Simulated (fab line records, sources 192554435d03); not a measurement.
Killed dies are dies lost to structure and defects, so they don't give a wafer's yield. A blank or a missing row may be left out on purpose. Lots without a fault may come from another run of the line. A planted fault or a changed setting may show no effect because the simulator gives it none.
fab line records | flow n5_finfet
record lots=7 wafers=39
route steps=1938 shown FIN_SAQP@130 DUMMY_GATE@246 BEOL_M0_SAQP@636 BEOL_M1@800 BEOL_M3@980 BEOL_M4@1094 BEOL_M6@1253 BEOL_M10@1488 BEOL_M11@1579 BEOL_M14@1762 TV_OPEN@1890 PASSIVATION@1936
start_h: hours from the record's first day to the start of the lot's first wafer shown | wait_h: hours since the lot's step before | " the same as in the row above | L1.1+2: a row that stands for several wafers | - no value, or no start given | * or withheld: withheld | < > ~ a bound
route shown NAME@n: a module of which the file shows steps, and the number in the route of the first | usual: mean/standard deviation of fault-free wafers | same: alike in all rows | chamber/n: place in a boat | sites: the reading at each site | _std_site: their standard deviation | _edge_site: outer sites' mean less inner sites' | radius_mm: how far each site lies from the wafer's centre | mask NAME#n: copy n | behind: the tool/chamber that last shaped the wafer | hold: why the lot was held/for how many hours/how that ended | device: the transistor (n, p or np) that didn't switch | end of line: the same wafers' tests at the end of the route | a step without rows: its recipe alone | killed: dies lost to structure and defects at the first sort, not the wafer's yield | map: a wafer's dies, x killed, . not, _ none there
set.NAME: the setting as run; set.NAME@STEP: as run at that earlier step | model.NAME: the simulator's own value behind a step, which no gauge read
lots whose settings were changed on purpose; a table a step, a row a wafer
## steps
# step N5_FIN_SAQP_ETCH_65
# recipe chemistry=CF4 target=SiO2 target_depth_a=40 ion_energy_ev=350 time_s=4.4 pressure_mtorr=10 icp_w=800 bias_w=400 cf4_flow_sccm=80
# step N5_DUMMY_GATE_ETCH_32
# recipe chemistry=CF4 target=SiO2 target_depth_a=35 time_s=3.9 ion_energy_ev=350 pressure_mtorr=10 icp_w=800 bias_w=400 cf4_flow_sccm=80
# step N5_BEOL_M0_SAQP_PECVD_96
# recipe material=a-Si target_thk_a=450 temp_c=350 precursor=SiH4/He pressure_torr=3 rf_w=100 time_s=45.2
# step N5_BEOL_M1_TRENCH_ETCH_37
# recipe chemistry=C4F6/O2 target_depth_a=552.07 target=SiOC time_s=29 ion_energy_ev=250 pressure_mtorr=30 source_w=355 bias_w=185 Ar_flow_sccm=300 C4F6_flow_sccm=10 O2_flow_sccm=10
# step N5_BEOL_M3_TRENCH_ETCH_37
# recipe chemistry=C4F6/O2 target_depth_a=555.55 target=SiOC time_s=29.2 ion_energy_ev=250 pressure_mtorr=30 source_w=355 bias_w=185 Ar_flow_sccm=300 C4F6_flow_sccm=10 O2_flow_sccm=10
# step N5_BEOL_M4_SPUTTER_90
# recipe material=Cu target_thk_a=45 temp_c=-20 chamber_pressure_pa=0.07 power_w=withheld time_s=8.29
# step N5_BEOL_M6_CVD_78
# recipe material=Co target_thk_a=20 temp_c=withheld precursor=CCTBA/H2 pressure_torr=30 time_s=142.3
# step N5_BEOL_M10_ETCH_62
# recipe chemistry=N2/H2 target=SOC target_depth_a=1100 overetch_a=220 mask_material=SiARC temp_c=40 time_s=165 ion_energy_ev=200 pressure_mtorr=30 source_w=840 bias_w=150 n2_flow_sccm=200 h2_flow_sccm=200
# step N5_BEOL_M11_ETCH_41
# recipe chemistry=CH3F/O2 target=SiCN target_depth_a=426 taper_deg=2 time_s=86 ion_energy_ev=120 mask_material=TiN pressure_mtorr=30 source_w=395 bias_w=75 Ar_flow_sccm=150 CH3F_flow_sccm=30 O2_flow_sccm=20
# step N5_BEOL_M14_SPUTTER_43
# recipe material=TaN target_thk_a=150 temp_c=50 bias_v=168.6 power_w=15000 chamber_pressure_pa=0.12 time_s=24.19
# step N5_PASSIVATION_ETCH_15
# recipe chemistry=CF4/N2 target=SiCN target_depth_a=750 taper_deg=2 time_s=81.2 ion_energy_ev=150 mask_material=SiNx pressure_mtorr=40 source_w=430 bias_w=70 Ar_flow_sccm=100 cf4_flow_sccm=60 n2_flow_sccm=60
# step N5_PASSIVATION_PROBE_49
# usual killed_at_M0_to_M3=33/11
# columns lot.wafer tool chamber start_h wait_h set.time_s@FIN_SAQP_ETCH_65 set.time_s@DUMMY_GATE_ETCH_32 set.time_s@BEOL_M0_SAQP_PECVD_96 set.target_depth_a@BEOL_M1_TRENCH_ETCH_37 set.target_depth_a@BEOL_M3_TRENCH_ETCH_37 set.time_s@BEOL_M4_SPUTTER_90 set.target_thk_a@BEOL_M6_CVD_78 set.time_s@BEOL_M10_ETCH_62 set.time_s@BEOL_M11_ETCH_41 set.target_thk_a@BEOL_M14_SPUTTER_43 set.target_depth_a@PASSIVATION_ETCH_15 killed_at_M0_to_M3
L076.1 prober-01 - 321.53 0.0 4.4 3.9 45.2 850.5 555.55 8.29 20 199.6 86 150 750 731
L076.2 prober-01 - 321.58 0.1 4.4 3.9 45.2 552.07 555.55 8.29 20 199.6 114.2 105.7 409.6 46
L076.3 prober-01 - 321.63 0.1 4.4 3.9 45.2 850.5 674.6 4.977 20 165 114.2 150 750 1071
L076.4 prober-01 - 321.68 0.2 4.4 3.9 45.2 552.07 674.6 8.29 20 165 114.2 150 409.6 57
L076.5 prober-01 - 321.73 0.2 4.4 3.9 45.2 850.5 674.6 4.977 20 199.6 86 105.7 750 1037
L076.6 prober-01 - 321.78 0.3 4.4 3.9 45.2 552.07 555.55 4.977 20 165 86 105.7 409.6 38
L077.1 prober-02 - 326.84 0.0 4.4 3.9 45.2 552.07 555.55 8.29 20 165 86 150 750 29
L077.2 prober-02 - 326.89 0.1 4.4 3.9 45.2 552.07 555.55 8.29 20 165 86 150 750 26
L077.6 prober-02 - 327.09 0.3 4.4 3.9 45.2 552.07 555.55 8.29 20 165 86 150 750 32
L081.1 prober-02 - 346.06 0.0 6.969 1.71 45.2 857.2 555.55 8.29 20 165 86 239.7 1075 1064
L081.2 prober-02 - 346.11 0.1 6.969 1.71 45.2 552.07 863.1 8.29 31 165 47.9 150 1075 32
L081.3 prober-02 - 346.16 0.1 4.4 1.71 28.94 552.07 555.55 4.936 31 165 86 239.7 750 41
L081.4 prober-02 - 346.21 0.2 6.969 3.9 28.94 857.2 863.1 8.29 31 165 86 150 750 1051
L081.5 prober-02 - 346.26 0.2 4.4 3.9 45.2 857.2 555.55 4.936 20 165 47.9 150 1075 1064
L081.6 prober-02 - 346.31 0.3 4.4 3.9 28.94 552.07 863.1 4.936 20 165 47.9 239.7 750 24
L084.1 prober-02 - 377.70 0.0 2.147 3.9 60.01 718.3 555.55 8.29 20 165 86 150 750 32
L084.2 prober-02 - 377.75 0.1 2.147 3.9 45.2 718.3 779.4 8.29 20 200 86 193.6 750 63
L084.3 prober-02 - 377.80 0.1 4.4 3.9 60.01 718.3 779.4 8.29 20 165 120.2 150 982.9 34
L084.4 prober-02 - 377.85 0.2 2.147 3.9 60.01 552.07 555.55 8.29 20 200 120.2 193.6 982.9 84
L084.5 prober-02 - 377.90 0.2 4.4 3.9 45.2 552.07 555.55 8.29 20 200 120.2 150 750 53
L084.6 prober-02 - 377.95 0.3 4.4 3.9 45.2 552.07 779.4 8.29 20 165 86 193.6 982.9 57
L088.1 prober-02 - 407.13 0.0 4.4 5.131 45.2 704.6 555.55 8.29 20 165 86 206.4 750 35
L088.2 prober-02 - 407.18 0.1 4.4 3.9 25.79 704.6 261.7 4.751 28.39 165 86 206.4 484.9 27
L088.3 prober-02 - 407.23 0.1 3.326 5.131 45.2 704.6 261.7 4.751 20 130.4 86 150 484.9 30
L088.4 prober-02 - 407.28 0.2 4.4 3.9 45.2 552.07 555.55 8.29 28.39 130.4 86 206.4 750 30
L088.5 prober-02 - 407.33 0.2 3.326 5.131 25.79 552.07 261.7 8.29 20 165 86 150 484.9 25
L088.6 prober-02 - 407.38 0.3 3.326 3.9 25.79 552.07 555.55 4.751 28.39 130.4 86 150 750 28
L095.1 prober-02 - 430.29 0.0 4.4 5.479 45.2 552.07 460.7 8.29 20 79.07 86 150 1015 27
L095.2 prober-02 - 430.34 0.1 4.4 3.9 45.2 552.07 555.55 8.29 20 79.07 86 150 1015 46
L095.3 prober-02 - 430.39 0.1 5.621 5.479 45.2 552.07 555.55 8.29 20 165 86 150 750 48
L095.4 prober-02 - 430.44 0.2 4.4 3.9 45.2 552.07 555.55 8.29 20 165 86 150 1015 18
L095.5 prober-02 - 430.49 0.2 5.621 3.9 45.2 552.07 460.7 8.29 20 79.07 86 150 750 31
L095.6 prober-02 - 430.54 0.3 5.621 5.479 45.2 552.07 460.7 8.29 20 165 86 150 750 35
L093.1 prober-01 - 444.58 0.0 4.4 2.161 45.2 552.07 555.55 6.336 20 165 86 60.64 750 38
L093.2 prober-01 - 444.63 0.1 4.4 3.9 45.2 784.6 555.55 8.29 20 165 104.7 150 750 326
L093.3 prober-01 - 444.68 0.1 4.4 2.161 45.2 784.6 555.55 8.29 10.59 165 86 150 750 76
L093.4 prober-01 - 444.73 0.2 4.4 2.161 45.2 784.6 555.55 6.336 20 165 104.7 60.64 750 268
L093.5 prober-01 - 444.78 0.2 4.4 3.9 45.2 552.07 555.55 8.29 10.59 165 104.7 60.64 750 33
L093.6 prober-01 - 444.83 0.3 4.4 3.9 45.2 552.07 555.55 6.336 10.59 165 86 150 750 43
# killed by level:class
L076.1 BEOL_M1:area_etch=699 BEOL_M4:geometric_particle:open=9 BEOL_M0_SAQP:geometric_particle:open=7 BEOL_M3:geometric_particle:open=7 BEOL_M1:geometric_particle:open=7 DUMMY_GATE:geometric_particle:open=6 MOL_CONTACT_COAG:geometric_particle:open=6 STI_FIN_REVEAL:geometric_particle:open=5
L076.2 TV_OPEN:area_etch=1060 MOL_CONTACT_COAG:geometric_particle:open=13 BEOL_M4:geometric_particle:open=12 BEOL_M2:geometric_particle:open=10 BEOL_M0_SAQP:geometric_particle:open=8 GATE_CUT:geometric_particle:short=7 BEOL_M0_SAQP:geometric_particle:short=7 FIN_SAQP:geometric_particle:open=6
L076.3 BEOL_M1:area_etch=1038 BEOL_M4:geometric_particle:open=12 FIN_SAQP:geometric_particle:short=9 MOL_CONTACT_COAG:geometric_particle:open=9 BEOL_M0_SAQP:geometric_particle:short=8 FIN_SAQP:geometric_particle:open=6 BEOL_M0_SAQP:geometric_particle:open=6 BEOL_M0:geometric_particle:short=5
L076.4 TV_OPEN:area_etch=1071 BEOL_M0_SAQP:geometric_particle:short=14 BEOL_M0_SAQP:geometric_particle:open=10 BEOL_M2:geometric_particle:open=9 BEOL_M4:geometric_particle:open=7 MOL_CONTACT_COAG:geometric_particle:open=6 BEOL_M1:geometric_particle:open=6 BEOL_M3:geometric_particle:open=6
L076.5 BEOL_M1:area_etch=1006 STI_FIN_REVEAL:geometric_particle:open=13 MOL_CONTACT_COAG:geometric_particle:open=9 BEOL_M0_SAQP:geometric_particle:open=6 BEOL_M0_SAQP:geometric_particle:short=6 DUMMY_GATE:geometric_particle:open=5 GATE_CUT:geometric_particle:open=5 STARTING-WAFER:geometric_particle:open=5
L076.6 TV_OPEN:area_etch=1080 MOL_CONTACT_COAG:geometric_particle:open=11 BEOL_M3:geometric_particle:open=11 BEOL_M0_SAQP:geometric_particle:open=9 DUMMY_GATE:geometric_particle:open=7 BEOL_M2:geometric_particle:open=7 FIN_SAQP:geometric_particle:open=4 GATE_CUT:geometric_particle:short=4
L077.1 STI_FIN_REVEAL:geometric_particle:open=37 BEOL_M1:geometric_particle:open=12 FIN_SAQP:geometric_particle:open=11 FIN_SAQP:geometric_particle:short=9 MOL_CONTACT_COAG:geometric_particle:open=8 BEOL_M0_SAQP:geometric_particle:open=6 BEOL_M4:geometric_particle:open=4 STI_FIN_REVEAL:geometric_particle:short=4
L077.2 STI_FIN_REVEAL:geometric_particle:open=11 BEOL_M1:geometric_particle:open=11 MOL_CONTACT_COAG:geometric_particle:open=9 FIN_SAQP:geometric_particle:open=7 BEOL_M0_SAQP:geometric_particle:open=7 FIN_SAQP:geometric_particle:short=5 GATE_CUT:geometric_particle:open=3 STARTING-WAFER:geometric_particle:open=3
L077.6 FIN_SAQP:geometric_particle:open=13 BEOL_M1:geometric_particle:open=9 BEOL_M0_SAQP:geometric_particle:open=8 MOL_CONTACT_COAG:geometric_particle:open=6 BEOL_M2:geometric_particle:open=6 FIN_SAQP:geometric_particle:short=5 GATE_CUT:geometric_particle:short=5 STARTING-WAFER:geometric_particle:short=5
L081.1 BEOL_M1:area_etch=1032 MOL_CONTACT_COAG:geometric_particle:open=11 STI_FIN_REVEAL:geometric_particle:open=11 FIN_SAQP:geometric_particle:open=7 BEOL_M4:geometric_particle:open=7 MOL_CONTACT_COAG:geometric_particle:short=7 BEOL_M0_SAQP:geometric_particle:short=7 BEOL_M0_SAQP:geometric_particle:open=6
L081.2 FIN_SAQP:geometric_particle:short=10 BEOL_M0_SAQP:geometric_particle:open=10 MOL_CONTACT_COAG:geometric_particle:open=9 BEOL_M0_SAQP:geometric_particle:short=9 FIN_SAQP:geometric_particle:open=5 GATE_CUT:geometric_particle:short=5 BEOL_M3:geometric_particle:open=5 BEOL_M2:geometric_particle:open=4
L081.3 MOL_CONTACT_COAG:geometric_particle:open=16 BEOL_M0_SAQP:geometric_particle:short=10 FIN_SAQP:geometric_particle:short=9 BEOL_M2:geometric_particle:open=8 BEOL_M0_SAQP:geometric_particle:open=7 FIN_SAQP:geometric_particle:open=5 BEOL_M1:geometric_particle:open=5 MOL_CONTACT_COAG:geometric_particle:short=4
L081.4 BEOL_M1:area_etch=1023 STI_FIN_REVEAL:geometric_particle:open=14 FIN_SAQP:geometric_particle:short=9 MOL_CONTACT_COAG:geometric_particle:short=8 BEOL_M1:geometric_particle:open=7 GATE_CUT:geometric_particle:short=7 STARTING-WAFER:geometric_particle:short=7 MOL_CONTACT_COAG:geometric_particle:open=6
L081.5 BEOL_M1:area_etch=1014 BEOL_M0_SAQP:geometric_particle:open=15 BEOL_M0_SAQP:geometric_particle:short=14 STI_FIN_REVEAL:geometric_particle:open=9 BEOL_M3:geometric_particle:open=8 HKMG_FIN:area_etch=6 MOL_CONTACT_COAG:geometric_particle:open=5 BEOL_M1:geometric_particle:open=5
L081.6 FIN_SAQP:geometric_particle:short=16 FIN_SAQP:geometric_particle:open=10 MOL_CONTACT_COAG:geometric_particle:open=10 MOL_CONTACT_COAG:geometric_particle:short=6 BEOL_M0_SAQP:geometric_particle:open=5 BEOL_M0_SAQP:geometric_particle:short=5 BEOL_M2:geometric_particle:open=5 BEOL_M3:geometric_particle:short=4
L084.1 MOL_CONTACT_COAG:geometric_particle:open=8 STI_FIN_REVEAL:geometric_particle:open=7 BEOL_M0_SAQP:geometric_particle:open=7 BEOL_M3:geometric_particle:open=7 FIN_SAQP:geometric_particle:short=6 BEOL_M1:geometric_particle:open=5 DUMMY_GATE:geometric_particle:open=5 BEOL_M2:geometric_particle:open=5
L084.2 BEOL_M0_SAQP:geometric_particle:open=17 BEOL_M0_SAQP:geometric_particle:short=17 BEOL_M2:geometric_particle:open=14 MOL_CONTACT_COAG:geometric_particle:open=12 DUMMY_GATE:geometric_particle:open=10 HKMG_FIN:area_etch=7 STI_FIN_REVEAL:geometric_particle:open=6 GATE_CUT:geometric_particle:open=6
L084.3 STI_FIN_REVEAL:geometric_particle:open=16 BEOL_M0_SAQP:geometric_particle:short=12 DUMMY_GATE:geometric_particle:open=7 MOL_CONTACT_COAG:geometric_particle:open=6 BEOL_M2:geometric_particle:open=6 BEOL_M3:geometric_particle:open=6 BEOL_M1:geometric_particle:open=5 DUMMY_GATE:geometric_particle:short=4
L084.4 BEOL_M0_SAQP:geometric_particle:short=32 BEOL_M0_SAQP:geometric_particle:open=28 MOL_CONTACT_COAG:geometric_particle:open=13 STI_FIN_REVEAL:geometric_particle:open=8 DUMMY_GATE:geometric_particle:open=8 BEOL_M2:geometric_particle:open=8 BEOL_M1:geometric_particle:open=5 BEOL_M4:geometric_particle:open=5
L084.5 STI_FIN_REVEAL:geometric_particle:open=28 BEOL_M2:geometric_particle:open=14 BEOL_M0_SAQP:geometric_particle:open=11 BEOL_M0_SAQP:geometric_particle:short=9 STI_FIN_REVEAL:geometric_particle:short=7 DUMMY_GATE:geometric_particle:open=7 MOL_CONTACT_COAG:geometric_particle:open=7 BEOL_M3:geometric_particle:open=7
L084.6 BEOL_M0_SAQP:geometric_particle:open=13 BEOL_M2:geometric_particle:open=13 STI_FIN_REVEAL:geometric_particle:open=8 DUMMY_GATE:geometric_particle:open=8 BEOL_M1:geometric_particle:open=7 BEOL_M0_SAQP:geometric_particle:short=7 BEOL_M3:geometric_particle:open=7 MOL_CONTACT_COAG:geometric_particle:open=6
L088.1 MOL_CONTACT_COAG:geometric_particle:open=20 STI_FIN_REVEAL:geometric_particle:open=16 BEOL_M1:geometric_particle:open=10 BEOL_M0_SAQP:geometric_particle:open=9 FIN_SAQP:geometric_particle:open=6 MOL_CONTACT_COAG:geometric_particle:short=6 STI_FIN_REVEAL:geometric_particle:short=5 BEOL_M2:geometric_particle:short=5
L088.2 TV_OPEN:area_etch=1048 MOL_CONTACT_COAG:geometric_particle:open=26 STI_FIN_REVEAL:geometric_particle:open=24 BEOL_M0_SAQP:geometric_particle:open=7 FIN_SAQP:geometric_particle:open=6 BEOL_M0_SAQP:geometric_particle:short=6 FIN_SAQP:geometric_particle:short=5 STI_FIN_REVEAL:geometric_particle:short=5
L088.3 TV_OPEN:area_etch=1070 FIN_SAQP:geometric_particle:open=15 BEOL_M0_SAQP:geometric_particle:short=12 BEOL_M4:geometric_particle:open=11 STI_FIN_REVEAL:geometric_particle:open=10 MOL_CONTACT_COAG:geometric_particle:open=10 BEOL_M1:geometric_particle:open=6 BEOL_M2:geometric_particle:open=5
L088.4 BEOL_M10:area_etch=82 MOL_CONTACT_COAG:geometric_particle:open=25 BEOL_M4:geometric_particle:open=17 STI_FIN_REVEAL:geometric_particle:open=15 BEOL_M0_SAQP:geometric_particle:open=12 FIN_SAQP:geometric_particle:short=6 MOL_CONTACT_COAG:geometric_particle:short=6 FIN_SAQP:geometric_particle:open=5
L088.5 TV_OPEN:area_etch=1049 MOL_CONTACT_COAG:geometric_particle:open=44 BEOL_M4:geometric_particle:open=12 FIN_SAQP:geometric_particle:open=9 STI_FIN_REVEAL:geometric_particle:open=8 MOL_CONTACT_COAG:geometric_particle:short=7 BEOL_M0_SAQP:geometric_particle:short=5 BEOL_M1:geometric_particle:open=5
L088.6 MOL_CONTACT_COAG:geometric_particle:open=33 STI_FIN_REVEAL:geometric_particle:open=18 FIN_SAQP:geometric_particle:short=12 BEOL_M0_SAQP:geometric_particle:short=9 FIN_SAQP:geometric_particle:open=8 MOL_CONTACT_COAG:geometric_particle:short=8 BEOL_M0_SAQP:geometric_particle:open=7 DUMMY_GATE:geometric_particle:open=6
L095.1 BEOL_M10:area_etch=1094 BEOL_M4:geometric_particle:open=9 BEOL_M2:geometric_particle:open=8 STI_FIN_REVEAL:geometric_particle:open=6 DUMMY_GATE:geometric_particle:open=6 BEOL_M3:geometric_particle:open=6 MOL_CONTACT_COAG:geometric_particle:open=6 FIN_SAQP:geometric_particle:short=4
L095.2 BEOL_M10:area_etch=1056 BEOL_M4:geometric_particle:open=17 BEOL_M2:geometric_particle:open=12 FIN_SAQP:geometric_particle:short=10 BEOL_M0_SAQP:geometric_particle:open=9 FIN_SAQP:geometric_particle:open=8 STI_FIN_REVEAL:geometric_particle:open=6 BEOL_M4:geometric_particle:short=6
L095.3 BEOL_M0_SAQP:geometric_particle:short=17 BEOL_M2:geometric_particle:open=14 DUMMY_GATE:geometric_particle:open=10 FIN_SAQP:geometric_particle:short=8 BEOL_M4:geometric_particle:open=8 BEOL_M0_SAQP:geometric_particle:open=7 FIN_SAQP:geometric_particle:open=5 HKMG_FIN:area_etch=5
L095.4 FIN_SAQP:geometric_particle:short=13 MOL_CONTACT_COAG:geometric_particle:open=11 BEOL_M4:geometric_particle:open=9 STI_FIN_REVEAL:geometric_particle:open=8 GATE_CUT:geometric_particle:short=6 STARTING-WAFER:geometric_particle:open=4 BEOL_M3:geometric_particle:open=4 BEOL_M4:geometric_particle:short=4
L095.5 BEOL_M10:area_etch=1077 FIN_SAQP:geometric_particle:short=8 MOL_CONTACT_COAG:geometric_particle:open=8 BEOL_M0_SAQP:geometric_particle:short=8 BEOL_M0_SAQP:geometric_particle:open=7 FIN_SAQP:geometric_particle:open=5 GATE_CUT:geometric_particle:short=5 GATE_CUT:geometric_particle:open=5
L095.6 FIN_SAQP:geometric_particle:short=17 BEOL_M0_SAQP:geometric_particle:open=9 FIN_SAQP:geometric_particle:open=7 BEOL_M2:geometric_particle:open=7 STI_FIN_REVEAL:geometric_particle:open=6 DUMMY_GATE:geometric_particle:open=6 BEOL_M5:geometric_particle:open=5 BEOL_M4:geometric_particle:open=4
L093.1 MOL_CONTACT_COAG:geometric_particle:open=13 BEOL_M0_SAQP:geometric_particle:open=13 BEOL_M0_SAQP:geometric_particle:short=10 BEOL_M3:geometric_particle:open=6 MIM_TOP_ETCH:geometric_particle:short=6 STI_FIN_REVEAL:geometric_particle:open=5 BEOL_M0:geometric_particle:short=5 FIN_SAQP:geometric_particle:open=4
L093.2 BEOL_M1:area_etch=291 BEOL_M1:geometric_particle:open=12 BEOL_M0_SAQP:geometric_particle:short=11 STI_FIN_REVEAL:geometric_particle:open=7 BEOL_M0_SAQP:geometric_particle:open=5 STARTING-WAFER:geometric_particle:short=4 FIN_SAQP:geometric_particle:short=3 FIN_SAQP:geometric_particle:open=3
L093.3 BEOL_M1:area_etch=32 MOL_CONTACT_COAG:geometric_particle:open=14 BEOL_M0_SAQP:geometric_particle:open=13 GATE_CUT:geometric_particle:short=11 BEOL_M3:geometric_particle:open=8 BEOL_M0_SAQP:geometric_particle:short=7 BEOL_M1:geometric_particle:open=4 BEOL_M0:geometric_particle:open=4
L093.4 BEOL_M1:area_etch=225 BEOL_M0_SAQP:geometric_particle:short=9 BEOL_M0_SAQP:geometric_particle:open=8 BEOL_M1:geometric_particle:open=7 BEOL_M4:geometric_particle:open=7 BEOL_M2:geometric_particle:open=6 STI_FIN_REVEAL:geometric_particle:open=4 BEOL_M3:geometric_particle:open=4
L093.5 STI_FIN_REVEAL:geometric_particle:open=15 BEOL_M0_SAQP:geometric_particle:open=9 BEOL_M0_SAQP:geometric_particle:short=7 STI_FIN_REVEAL:geometric_particle:short=5 BEOL_M4:geometric_particle:open=5 MOL_CONTACT_COAG:geometric_particle:short=4 BEOL_M2:geometric_particle:open=4 BEOL_M5:geometric_particle:open=4
L093.6 MOL_CONTACT_COAG:geometric_particle:open=13 BEOL_M0_SAQP:geometric_particle:open=13 BEOL_M0_SAQP:geometric_particle:short=11 BEOL_M4:geometric_particle:open=9 STI_FIN_REVEAL:geometric_particle:open=8 FIN_SAQP:geometric_particle:open=7 GATE_CUT:geometric_particle:short=7 BEOL_M1:geometric_particle:open=7
## key
split step=N5_FIN_SAQP_ETCH_65 setting=time_s stated_as=4.4
response none clear
split step=N5_DUMMY_GATE_ETCH_32 setting=time_s stated_as=3.9
response none clear
split step=N5_BEOL_M0_SAQP_PECVD_96 setting=time_s stated_as=45.2
response none clear
split step=N5_BEOL_M1_TRENCH_ETCH_37 setting=target_depth_a stated_as=552.07
response step=N5_PASSIVATION_PROBE_49 reading=killed_at_M0_to_M3 slope=+10.1 per=1% together_with=all explained=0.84
split step=N5_BEOL_M3_TRENCH_ETCH_37 setting=target_depth_a stated_as=555.55
response none clear
split step=N5_BEOL_M4_SPUTTER_90 setting=time_s stated_as=8.29
response none clear
split step=N5_BEOL_M6_CVD_78 setting=target_thk_a stated_as=20
response none clear
split step=N5_BEOL_M10_ETCH_62 setting=time_s stated_as=165
response none clear
split step=N5_BEOL_M11_ETCH_41 setting=time_s stated_as=86
response none clear
split step=N5_BEOL_M14_SPUTTER_43 setting=target_thk_a stated_as=150
response none clear
split step=N5_PASSIVATION_ETCH_15 setting=target_depth_a stated_as=750
response none clear
